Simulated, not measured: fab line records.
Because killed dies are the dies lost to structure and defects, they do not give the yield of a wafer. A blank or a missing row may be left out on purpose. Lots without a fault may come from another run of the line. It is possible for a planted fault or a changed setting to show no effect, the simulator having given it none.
fab line records	flow n5-finfet
record: lots: 5	wafers: 15	last-day: 16
route steps=1938 shown BEOL_M9@1461 BEOL_M10@1470 PASSIVATION@1936
lots that met no fault: from a run of the same line without faults
start-h: start of the lot's first displayed wafer, in hours after the record's first day	wait-h: hours since the lot's step before	" the same as in the row above	L1.1+2: a row that stands for several wafers	- either no value or no given start	* or withheld: withheld	< > ~ a bound
route shown NAME@n: names a module that has steps shown in the file, with the first one's number in the route	usual: mean/standard deviation of fault-free wafers	same: alike in all rows	chamber/n: place in a boat	sites: each site's reading	_std_site: standard deviation across them	_edge_site: the outer-site mean with the inner-site mean subtracted	radius-mm: for every site, how far away it sits from the centre of the wafer	mask NAME#n: copy n	behind: the last tool/chamber to shape the wafer	hold: the reason the lot was held/the length of the hold in hours/how it ended	device: the n, p or np transistor that did not switch	end of line: the tests these same wafers got at the end of their route	for a step that has no rows: nothing shown but its recipe	killed: dies lost to structure and defects at the first sort, not the wafer's yield	map: dies across one wafer; x = killed, . = not, _ = none there
set.NAME: the setting that was run; set.NAME@STEP: the one run at that earlier step	model.NAME: the simulator's own value behind a step, which no gauge read
certain route steps with their lots: each step a table, each wafer a row
services: the hour from which a tool's chamber was out of use, counted from the record's first day as start-h (under 0 if before that day), plus the number of hours and why
== steps ==
step: N5_BEOL_M9_SPUTTER_48
recipe: material: Cu	target-thk-a: 120	temp-c: -20	bias-v: 60	power-w: 26000	chamber-pressure-pa: 0.13	time-s: 2
usual: throttle-valve-pct: 29.4/1.5
same: time-s: 2
lot.wafer	tool	chamber	start-h	wait-h	throttle-valve-pct
L966.1	pvd-sputter-01	-	220.29	0.1	29.7
L966.4	"	-	"	"	30.6
L966.6	"	-	"	"	29.7
L967.1	pvd-sputter-01	-	222.21	1.1	27.6
L967.3	"	-	"	"	29.6
L967.5	"	-	"	"	27.8
L977.1	pvd-sputter-01	-	291.17	0.2	26.5
L977.2	"	-	"	"	29.6
L977.3	"	-	"	"	27.3
L981.1	pvd-sputter-03	-	294.33	0.1	31.3
L981.4	"	-	"	"	31.2
L981.6	"	-	"	"	31.3
L986.1	pvd-sputter-02	-	329.12	0.1	29.2
L986.3	"	-	"	"	30.6
L986.5	"	-	"	"	30.8
step: N5_BEOL_M9_ECD_50
recipe: material: Cu	target-thk-a: 3180
step: N5_BEOL_M9_ANNEAL_51
recipe: temp-c: 225	time-s: 90	ambient: N2
step: N5_BEOL_M9_CMP_52
recipe: stop-on: SiCOH_lowk	t-overpolish-s: 7	down-force-psi: 1	platen-rpm: 50	clearing-platen-down-force-psi: 1.5	clearing-platen-rpm: 50	post-cmp-clean: cu-alkaline	target-thk-nm: 140	clearing-platen-pad-velocity-m-s: 0.99484	pad-velocity-m-s: 0.99484
usual: barrier-field-endpoint-s: 29.1/0.64	clearing-platen-down-force-psi: 1.500/0.003	motor-current-A: 6.3/0.61	overpolish-run-s: 7.000/0.0097	retaining-ring-pressure-frac: 1.000/0.0049	time-to-endpoint-s: 67.0/2.3
lot.wafer	tool	chamber	start-h	wait-h	barrier-field-endpoint-s	clearing-platen-down-force-psi	motor-current-A	overpolish-run-s	retaining-ring-pressure-frac	time-to-endpoint-s
L966.4	cmp-02	2	220.87	0.2	30.2	1.501	5.6	7.007	1.000	70.8
L966.1	"	3	"	"	29.1	1.496	5.8	7.007	1.004	69.9
L966.6	"	2	"	"	29.4	1.504	5.4	7.006	0.997	68.5
L967.3	cmp-01	0	222.85	0.3	28.8	1.504	6.5	7.011	1.001	66.3
L967.1	"	1	"	"	27.6	1.500	8.2	6.983	1.001	61.1
L967.5	"	1	"	"	27.7	1.495	8.4	6.989	1.000	63.1
L977.2	cmp-01	3	291.99	0.2	28.8	1.501	5.8	7.009	1.003	66.0
L977.1	"	1	"	"	28.6	1.500	7.9	6.999	0.996	69.7
L977.3	"	2	"	"	27.6	1.497	6.5	7.001	0.995	65.7
L981.4	cmp-03	2	294.98	0.2	29.5	1.503	6.2	7.008	0.998	68.6
L981.1	"	0	"	"	29.4	1.506	5.9	6.997	1.002	70.9
L981.6	"	1	"	"	30.0	1.497	5.2	6.985	0.996	69.0
L986.1	cmp-03	0	330.28	0.8	30.1	1.498	6.2	6.991	0.999	70.0
L986.3	"	2	"	"	29.7	1.508	5.9	7.008	0.998	69.6
L986.5	"	0	"	"	30.0	1.492	6.1	7.007	0.995	69.8
step: N5_BEOL_M9_THK_MEAS_53
recipe: thk-meas-gauge: xrf	reads: Cu_of_BEOL_M9_ECD_50
usual: M9_THK: 140/3.1
lot.wafer	tool	chamber	start-h	wait-h	M9_THK[nm]
L966.1	film-metro-02	-	221.12	-	145
L966.4	"	-	"	"	139
L966.6	"	-	"	"	140
L967.1	film-metro-01	-	223.15	-	140
L967.3	"	-	"	"	140
L967.5	"	-	"	"	145
L977.1	film-metro-02	-	292.28	-	135
L977.2	"	-	"	"	138
L977.3	"	-	"	"	136
L981.1	film-metro-02	-	295.23	-	140
L981.4	"	-	"	"	143
L981.6	"	-	"	"	140
L986.1	film-metro-01	-	330.58	-	136
L986.3	"	-	"	"	136
L986.5	"	-	"	"	137
step: N5_BEOL_M9_PRE_CLEAN_55
recipe: gas: NH3	time-s: 15	temp-c: withheld	rf-power-w: 300
step: N5_BEOL_M9_DEP_56
recipe: material: SiCN	target-thk-a: 150	temp-c: withheld	precursor: 3MS/NH3	pressure-torr: 3	rf-w: 202	time-s: 26.5
step: N5_BEOL_M9_RS_MEAS_57
recipe: thk-meas-gauge: four-point-probe	reads: Cu_of_BEOL_M9_ECD_50+Co_of_BEOL_M9_CVD_78+TaN_of_BEOL_M9_ALD_74
usual: M9_RS: 0.151/0.0032
lot.wafer	tool	chamber	start-h	wait-h	M9_RS[ohm/sq]
L966.1	film-metro-01	-	221.26	0.1	0.145
L966.4	"	-	"	"	0.151
L966.6	"	-	"	"	0.151
L967.1	film-metro-02	-	223.28	0.1	0.151
L967.3	"	-	"	"	0.151
L967.5	"	-	"	"	0.145
L977.1	film-metro-02	-	292.41	0.1	0.155
L977.2	"	-	"	"	0.153
L977.3	"	-	"	"	0.155
L981.1	film-metro-02	-	295.37	0.1	0.150
L981.4	"	-	"	"	0.147
L981.6	"	-	"	"	0.150
L986.1	film-metro-02	-	330.71	0.1	0.153
L986.3	"	-	"	"	0.154
L986.5	"	-	"	"	0.152
step: N5_BEOL_M9_INSPECT_58
recipe: inspect-instrument: darkfield	mode: post-dep
usual: raw-defect-count: 69/22
lot.wafer	tool	chamber	start-h	wait-h	raw-defect-count
L966.1	defect-inspect-02	-	221.28	0.0	85
L966.4	"	-	"	"	62
L966.6	"	-	"	"	46
L967.1	defect-inspect-02	-	223.31	0.0	32
L967.3	"	-	"	"	86
L967.5	"	-	"	"	63
L977.1	defect-inspect-02	-	292.44	0.0	56
L977.2	"	-	"	"	70
L977.3	"	-	"	"	84
L981.1	defect-inspect-01	-	295.39	0.0	80
L981.4	"	-	"	"	54
L981.6	"	-	"	"	64
L986.1	defect-inspect-02	-	330.74	0.0	69
L986.3	"	-	"	"	51
L986.5	"	-	"	"	82
step: N5_BEOL_M10_ILD_DEP_00
recipe: material: SiCOH_lowk	target-thk-a: 3085.1	temp-c: 300	precursor: DEMS/porogen	pressure-torr: 5	rf-w: 500	time-s: 58
usual: heater-power-w: 324/46	showerhead-plenum-p-Torr: 5.744/0.019	throttle-valve-pct: 14.0/0.87
same: time-s: 58
lot.wafer	tool	chamber	start-h	wait-h	heater-power-w	showerhead-plenum-p-Torr	throttle-valve-pct
L966.1	pecvd-04	1	221.32	0.0	381	5.742	14.1
L966.4	"	0	"	"	307	5.765	14.3
L966.6	"	1	"	"	409	5.753	14.0
L967.1	pecvd-02	0	223.34	0.0	294	5.767	15.8
L967.3	"	1	"	"	311	5.742	14.2
L967.5	"	1	"	"	308	5.726	14.5
L977.1	pecvd-02	1	292.48	0.0	262	5.747	14.1
L977.2	"	2	"	"	346	5.748	13.0
L977.3	"	0	"	"	314	5.756	15.9
L981.1	pecvd-02	1	295.43	0.0	303	5.757	14.5
L981.4	"	2	"	"	316	5.732	13.3
L981.6	"	1	"	"	301	5.728	14.7
L986.1	pecvd-02	1	330.78	0.0	277	5.735	14.5
L986.3	"	0	"	"	298	5.752	15.8
L986.5	"	0	"	"	305	5.757	15.7
step: N5_BEOL_M10_CURE_71
recipe: temp-c: 385	time-s: 240	ambient: He/Ar	material: SiCOH_lowk
usual: lamp-power-pct: 52.31/0.056	wafer_temp_C_max: 386.8/0.56
same: time-s: 240
lot.wafer	tool	chamber	start-h	wait-h	lamp-power-pct	wafer_temp_C_max
L966.1	uv-cure-01	2	221.43	0.1	52.28	386.5
L966.4	"	2	"	"	52.35	386.7
L966.6	"	2	"	"	52.22	387.1
L967.1	uv-cure-03	2	223.42	0.0	52.25	386.8
L967.3	"	2	"	"	52.31	388.2
L967.5	"	2	"	"	52.30	387.6
L977.1	uv-cure-02	0	292.56	0.0	52.29	387.0
L977.2	"	0	"	"	52.25	387.2
L977.3	"	0	"	"	52.38	387.4
L981.1	uv-cure-03	1	295.70	0.2	52.35	386.8
L981.4	"	1	"	"	52.29	387.0
L981.6	"	1	"	"	52.33	387.6
L986.1	uv-cure-01	2	330.87	0.1	52.30	386.7
L986.3	"	2	"	"	52.36	386.5
L986.5	"	2	"	"	52.30	386.3
step: N5_BEOL_M10_THK_MEAS_01
recipe: reads: SiCOH_lowk_of_BEOL_M10_ILD_DEP_00
usual: M10_ILD_THK: 268/3.5
lot.wafer	tool	chamber	start-h	wait-h	M10_ILD_THK[nm]
L966.1	film-metro-02	-	221.94	0.4	266
L966.4	"	-	"	"	269
L966.6	"	-	"	"	269
L967.1	film-metro-02	-	223.93	0.4	266
L967.3	"	-	"	"	264
L967.5	"	-	"	"	271
L977.1	film-metro-02	-	293.55	0.8	267
L977.2	"	-	"	"	263
L977.3	"	-	"	"	264
L981.1	film-metro-01	-	296.21	0.4	265
L981.4	"	-	"	"	267
L981.6	"	-	"	"	271
L986.1	film-metro-01	-	331.38	0.4	265
L986.3	"	-	"	"	269
L986.5	"	-	"	"	267
step: N5_BEOL_M10_PECVD_70
recipe: material: SiO2	target-thk-a: 200	temp-c: 400	precursor: TEOS/O2	pressure-torr: 5.5	rf-w: 450	teos-flow-sccm: 53.8	gas: O2	flow-sccm: 3000	time-s: 22.7
usual: heater-power-w: 770/87	showerhead-plenum-p-Torr: 8.80/0.083	throttle-valve-pct: 22.4/1.1
same: time-s: 22.7
lot.wafer	tool	chamber	start-h	wait-h	heater-power-w	showerhead-plenum-p-Torr	throttle-valve-pct
L966.1	pecvd-04	0	221.98	0.0	849	8.88	23.3
L966.4	"	0	"	"	858	8.88	23.4
L966.6	"	1	"	"	951	8.86	22.7
L967.1	pecvd-04	1	223.97	0.0	856	8.84	22.8
L967.3	"	1	"	"	867	8.85	22.7
L967.5	"	0	"	"	761	8.88	23.1
L977.1	pecvd-02	2	293.59	0.0	709	8.80	21.4
L977.2	"	0	"	"	591	8.83	25.5
L977.3	"	1	"	"	715	8.78	23.2
L981.1	pecvd-04	2	296.25	0.0	802	8.70	22.2
L981.4	"	0	"	"	770	8.90	23.4
L981.6	"	2	"	"	811	8.72	22.2
L986.1	pecvd-01	2	331.42	0.0	801	8.63	20.6
L986.3	"	1	"	"	678	8.75	21.6
L986.5	"	2	"	"	787	8.64	20.9
step: N5_BEOL_M10_HM_DEP_02
recipe: material: TiN	target-thk-a: 200	temp-c: 25	chamber-pressure-pa: 0.49996
usual: throttle-valve-pct: 29.5/1.5
lot.wafer	tool	chamber	start-h	wait-h	throttle-valve-pct
L966.1	pvd-sputter-01	-	222.59	0.6	30.4
L966.4	"	-	"	"	29.6
L966.6	"	-	"	"	26.5
L967.1	pvd-sputter-03	-	224.48	0.5	30.5
L967.3	"	-	"	"	31.0
L967.5	"	-	"	"	30.4
L977.1	pvd-sputter-01	-	294.03	0.4	30.6
L977.2	"	-	"	"	27.6
L977.3	"	-	"	"	26.6
L981.1	pvd-sputter-03	-	297.09	0.8	31.4
L981.4	"	-	"	"	30.9
L981.6	"	-	"	"	31.3
L986.1	pvd-sputter-03	-	331.72	0.3	30.8
L986.3	"	-	"	"	31.1
L986.5	"	-	"	"	29.3
step: N5_BEOL_M10_COAT_59
recipe: resist: SOC	temp-c: 250	time-s: 60	spin-rpm: 1500	resist-thk-nm: 100
step: N5_BEOL_M10_COAT_60
recipe: resist: SiARC	temp-c: 220	time-s: 60	spin-rpm: 1500	resist-thk-nm: 30
step: N5_BEOL_M10_COAT_05
recipe: resist: CAR-ArF	spin-rpm: 1500	resist-thk-nm: 90
step: N5_BEOL_M10_EBR_07
recipe: solvent: PGMEA	ebr-width-mm: 1.5
step: N5_BEOL_M10_SOFTBAKE_06
recipe: temp-c: 110	time-s: 60	resist: CAR-ArF
step: N5_BEOL_M10_EXPOSE_08
recipe: mask-id: M10	na: 1.35	source-shape: dipole	sigma-inner: 0.411	sigma-outer: 0.611	polarization: te	dose-mj: 53.75
step: N5_BEOL_M10_PEB_09
recipe: peb-temp-c: withheld	peb-time-s: 60	resist: CAR-ArF
step: N5_BEOL_M10_DEVELOP_10
recipe: develop-time-s: 30	developer: TMAH	resist: CAR-ArF	rinse-liquid: diw	dry: air-spin	dev-temp-c: 23
step: N5_BEOL_M10_CD_MEAS_11
recipe: target-cd-nm: 64.1	landing-energy-ev: 500	detector: se-inlens	polarity: opening
usual: cd-nm: 64.1/0.4
lot.wafer	tool	chamber	start-h	wait-h	cd-nm
L966.1	cd-sem-01	0	222.96	-	64.3
L966.4	"	0	"	"	64.5
L966.6	"	0	"	"	63.6
L967.1	cd-sem-03	0	224.85	-	63.1
L967.3	"	0	"	"	63.9
L967.5	"	0	"	"	63.7
L977.1	cd-sem-02	0	294.52	-	64.2
L977.2	"	0	"	"	64.5
L977.3	"	0	"	"	64.3
L981.1	cd-sem-03	0	297.58	-	63.9
L981.4	"	0	"	"	64.0
L981.6	"	0	"	"	64.0
L986.1	cd-sem-01	0	332.22	-	64.4
L986.3	"	0	"	"	64.0
L986.5	"	0	"	"	64.3
step: N5_BEOL_M10_OVL_MEAS_12
recipe: points-per-wafer: 44
usual: M10_OVL: 0.0/0.8
same: points-per-wafer: 44
lot.wafer	tool	chamber	start-h	wait-h	M10_OVL[nm]
L966.1	overlay-02	0	222.99	0.0	0.4
L966.4	"	0	"	"	1.0
L966.6	"	0	"	"	0.2
L967.1	overlay-02	0	224.88	0.0	0.7
L967.3	"	0	"	"	1.5
L967.5	"	0	"	"	1.1
L977.1	overlay-02	0	294.55	0.0	-0.2
L977.2	"	0	"	"	-0.7
L977.3	"	0	"	"	0.1
L981.1	overlay-01	0	297.61	0.0	0.7
L981.4	"	0	"	"	0.3
L981.6	"	0	"	"	-1.2
L986.1	overlay-02	0	332.25	0.0	-0.1
L986.3	"	0	"	"	-0.2
L986.5	"	0	"	"	0.2
step: N5_BEOL_M10_INSPECT_13
recipe: mode: adi	inspect-instrument: brightfield
usual: raw-defect-count: 411/89
lot.wafer	tool	chamber	start-h	wait-h	raw-defect-count
L966.1	defect-inspect-01	-	223.01	0.0	444
L966.4	"	-	"	"	400
L966.6	"	-	"	"	379
L967.1	defect-inspect-02	-	224.90	0.0	354
L967.3	"	-	"	"	488
L967.5	"	-	"	"	371
L977.1	defect-inspect-02	-	294.58	0.0	397
L977.2	"	-	"	"	421
L977.3	"	-	"	"	492
L981.1	defect-inspect-01	-	297.64	0.0	1376
L981.4	"	-	"	"	287
L981.6	"	-	"	"	1262
L986.1	defect-inspect-01	-	332.27	0.0	686
L986.3	"	-	"	"	473
L986.5	"	-	"	"	484
step: N5_BEOL_M10_DESCUM_16
recipe: chemistry: O2	time-s: 7.9	source-power-w: 50	bias-power-w: 20	pressure-mtorr: 20	rf-frequency-hz: 2.712e+07	temp-c: 40	resist: CAR-ArF	o2-flow-sccm: 225
step: N5_PASSIVATION_PROBE_49
usual: defect-limited-yield: 91.3/1.5	killed_at_M0_to_M3: 35/10	killed_at_M4_up: 13/5.3	killed-at-contacts: 12/5.7	killed-at-front-end: 39/11	killed-at-other: 3.3/2.7	killed-dies: 102/18	killed-on-rim: 13/4	killed-open: 67/13	killed-short: 34/7.8	sort_bin_5_function: 5.1/1	sort_bin_6_memory: 3.3/0.68	sort-n-pass: 1078/18	sort-yield-pct: 91.3/1.5
same: gross-dies: 1180	killed-at-back-side: 0	sort_bin_4_leakage[%]: 0	sort_bin_8_speed[%]: 0
lot.wafer	tool	chamber	start-h	wait-h	defect-limited-yield[%]	killed_at_M0_to_M3	killed_at_M4_up	killed-at-contacts	killed-at-front-end	killed-at-other	killed-dies	killed-on-rim	killed-open	killed-short	sort_bin_5_function[%]	sort_bin_6_memory[%]	sort-n-pass	sort-yield-pct[%]
L981.1	prober-02	-	358.48	0.0	83.0	37	111	10	39	4	201	28	65	35	9.7	4.4	979	83.0
L981.6	prober-02	-	358.73	0.3	82.7	44	109	6	42	3	204	24	65	40	9.6	4.4	976	82.7
killed by level:class
L981.1 BEOL_M10:unspecified=101 MOL_CONTACT_COAG:geometric-particle:open=7 BEOL_M0_SAQP:geometric-particle:short=7 BEOL_M2:geometric-particle:open=7 BEOL_M3:geometric-particle:open=7 GATE_CUT:geometric-particle:open=6 GATE_CUT:geometric-particle:short=6 BEOL_M4:geometric-particle:open=6
L981.6 BEOL_M10:unspecified=99 BEOL_M3:geometric-particle:open=14 GATE_CUT:geometric-particle:short=10 BEOL_M1:geometric-particle:open=7 GATE_CUT:geometric-particle:open=6 STI_FIN_REVEAL:geometric-particle:open=5 MOL_CONTACT_COAG:geometric-particle:open=5 BEOL_M0_SAQP:geometric-particle:open=5
map L981.6 (x killed, . not)
_________________..........x.________________
______________.............x...._____________
___________................x....x..__________
__________.....x..x..........x......_________
________..........................x..._______
_______...x.x..........................______
______....................x......x......_____
_____....x.....x...........x.x...........____
____....x..x..........xx.x.....x..x.x.....___
___...xx................x..xx.........x....__
___...x.......xx...........x..x............__
__..........................x.....x...xx...._
__.......x........x........................x_
_..........x.................x...............
_.....x..........x.........x..............x..
_...x.x.......x..x.x.x...........xx.x.......x
_............................................
_...xx.x............x......................x.
_..x.xxx.x.x...x......x...................x..
_xxxxxxxxxxx.x.......x......x...........x.xx.
_xxxxxxxxxxxx......x...........xx............
__xxxxxxxxxx.........x............xx........_
__xxxxxxxxxxxx...................x.........._
___xxxxxxxxxx...x...........x..............__
___xxxxxxxxxxx.x..............x.........x.x__
____xxxxxxxxx....................x........___
_____xxxxxxxx....x..x.....x.x............____
______xxxxx..x...x............xx........_____
_______xxx.x.............xx.x.......x..______
________...x............x..x.........._______
__________..x.....................x._________
___________.................x......__________
______________........x........._____________
_________________..x.........________________
map L966.1 (x killed, . not)
_________________..x.........________________
______________.............x...._____________
___________x.........x............x__________
__________...x..x.......x.xxx......x_________
________...x....x......x.............._______
_______.....xx..x.................x....______
______.x..x.........................x..x_____
_____.x......................x.xx....x...____
____.............x........................___
___.x......xx.x..........xx.......x...x..x.__
___.........x......x.x....................x__
__............x....x........................_
__........x............x..x......x.x.x......_
_..x.............................xx..x..x....
_..x....x.................x..................
_..x..xx.x...x.............x...xx..x.........
_...............xx...........x..x........x..x
_...........xxx..x.......x...................
_.x......................................x...
_.....................x.x.x.....x............
_.....x.x....x.......x.....x....x.x.....x...x
__..............x...x......................._
__.................x.x...x..............x..._
___.....x......x......................x....__
___.x.......xx......xx..x..................__
____.x...x.x..x...x....................xx.___
_____......x.......x..x..................____
______x....x..x.............x.....x.x..._____
_______......................x.........______
________..xx....x........x..xx........_______
__________x..........x.......x..x..._________
___________........x...x.....x....x__________
______________.x...x.x.x.x......_____________
_________________............________________
== services ==
tool	chamber	start-h	hours	kind
uv-cure-01	-	197.61	3.6	repair
pecvd-04	2	202.39	-	clean
pecvd-04	2	202.39	-	consumable-replace:showerhead
pecvd-04	2	202.39	29.0	scheduled-down
pecvd-04	2	202.39	29.0	vent-cycle
cmp-02	-	227.66	5.5	pm
cmp-01	-	227.77	4.0	pm
uv-cure-03	-	227.81	2.1	pm
cmp-01	-	231.77	-	consumable-replace:conditioner
cmp-01	-	231.77	-	consumable-replace:pad
cmp-03	-	238.32	4.0	pm
cmp-01	-	250.96	2.1	repair
uv-cure-03	-	251.03	7.5	pm
pecvd-02	-	256.77	4.3	pm
uv-cure-02	-	266.72	0.4	repair
pecvd-01	0	267.79	6.9	repair
uv-cure-01	-	272.53	0.3	repair
pecvd-02	0	272.77	6.2	repair
cmp-01	-	284.67	1.1	repair
cmp-03	-	305.80	0.5	repair
pecvd-02	0	308.91	2.1	scheduled-down
pecvd-04	2	319.38	2.1	scheduled-down
cmp-01	-	321.16	13.0	pm
cmp-02	-	326.03	4.7	repair
== key ==
first-sign: step: N5_BEOL_M10_INSPECT_13	reading: raw-defect-count	direction: up	sigmas: 10	usual: 411	struck: 1319
effect: step: N5_PASSIVATION_PROBE_49	reading: killed_at_M4_up	direction: up	sigmas: 18	usual: 13	struck: 110
more-kills-born-at: N5_BEOL_M10_PECVD_70@pecvd-04: 200
met-at N5_BEOL_M10_PECVD_70
struck-wafers L981.1,L981.6
fault: kind: chamber-particle-source	tool: pecvd-04	chamber: 2	onset-h: 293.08	steps: N5_BEOL_M10_PECVD_70	rate-per-visit-cm2: 1.4638	end-h: 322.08
